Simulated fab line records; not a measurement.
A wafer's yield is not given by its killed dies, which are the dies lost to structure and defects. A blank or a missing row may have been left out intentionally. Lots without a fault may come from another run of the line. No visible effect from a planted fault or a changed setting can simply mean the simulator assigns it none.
Code-filled problem report in 8D (eight disciplines) form    flow n5Finfet    the parts of the form that need people (team, actions taken, sign-off) are left out

== 1. PROBLEM STATEMENT ==
etchRfOnTimeS at N5_PASSIVATION_VIA_ETCH_13 reads a mean of 148 s on 3 wafers of 2 lots; wafers without a fault read 237 s with a standard deviation of 4.2. Relative to the usual mean, that is a shift of -21 standard deviations.
The step: etches SiO2 in CHF3/O2, target depth 660 nm, time 330 s.
The first sign was on wafer L851.3 at day 14 15:33, on rieDiel-06. Wafers with a number at this step in the record: 32, from 11 lots. Rule for "out" (also "out of limits"): further than 4 standard deviations from the usual mean. Any other wafer with a number is counted as sound.

== 2. WHAT IT IS AND WHAT IT IS NOT ==
question                     is                      is not
which readings at this step  etchRfOnTimeS           drypumpMotorCurrentA, showerheadPlenumPTorr, throttleValvePct
which lots                   L851, L855              L842, L843, L844, L846, L849, L850, L861, L862, L864
which wafers of those lots   L851.3, L851.4, L855.3  L851.5, L855.1
read on which tools          rieDiel-06              rieDiel-01, rieDiel-02
when                         from day 14 15:33       up to then (19 sound wafers); but 10 sound wafers of L855, L861, L862, L864 came after

== 3. SUSPECTS, AND WHAT RULES EACH OUT ==
Counting: any tool at a process step up to the reading remains a suspect provided it ran every lot that is out. Sound lots after the first of them don't rule it out here, since some wafers of a struck lot are sound.
- pvdSputter-01 at N5_MIM_TOP_DEGAS_04 (time 60 s): kept. It processed each lot that is out (first: L851, day 14 10:44); up to then, its last sound lot is L850 (day 14 02:35).
- pvdSputter-01 at N5_MIM_TOP_SPUTTER_03 (material TiN, target thk 35 nm, time 89.7 s): kept. It processed each lot that is out (first: L851, day 14 10:47); up to then, its last sound lot is L850 (day 14 02:37).
- rieDiel-06 at N5_PASSIVATION_VIA_ETCH_13 (etches SiO2 in CHF3/O2, target depth 660 nm, time 330 s): kept. It processed each lot that is out (first: L851, day 14 15:33); up to then, its last sound lot is L849 (day 13 10:54). On those wafers its own readings are out: etchRfOnTimeS.
After the count, these remain: pvdSputter-01 at N5_MIM_TOP_DEGAS_04, pvdSputter-01 at N5_MIM_TOP_SPUTTER_03 and rieDiel-06 at N5_PASSIVATION_VIA_ETCH_13.

== 4. THE CAUSE (what the simulator had put in) ==
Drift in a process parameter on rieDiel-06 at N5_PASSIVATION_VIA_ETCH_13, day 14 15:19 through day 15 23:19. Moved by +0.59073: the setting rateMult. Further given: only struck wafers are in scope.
3 suspects survive the count, and this tool is in that group.

== 5. THE EFFECT CHAIN, in route order ==
Each row: a reading where the mean over the struck wafers with a number is more than 3 standard deviations away from the usual. Only readings whose record carries a usual standard deviation are examined. hours: median over the lots of the time between each lot's start at the first step of this table that gives one and its start at this step. sigmas: the change, counted in usual standard deviations.
hours  step                        reading        usual      on struck wafers  change  sigmas
0      N5_PASSIVATION_VIA_ETCH_13  etchRfOnTimeS  237 s      148               -89     -21
0      N5_PASSIVATION_VIA_ETCH_13  oesProductAu   0.73 a.u.  1.00              +0.27   +3.6
Its process steps:
- N5_PASSIVATION_VIA_ETCH_13: etches SiO2 in CHF3/O2, target depth 660 nm, time 330 s.

== 6. WHAT WOULD HAVE CAUGHT IT SOONER ==
In this record no reading fell out of limits until day 14 15:33, 0 hours after the fault had begun at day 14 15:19.
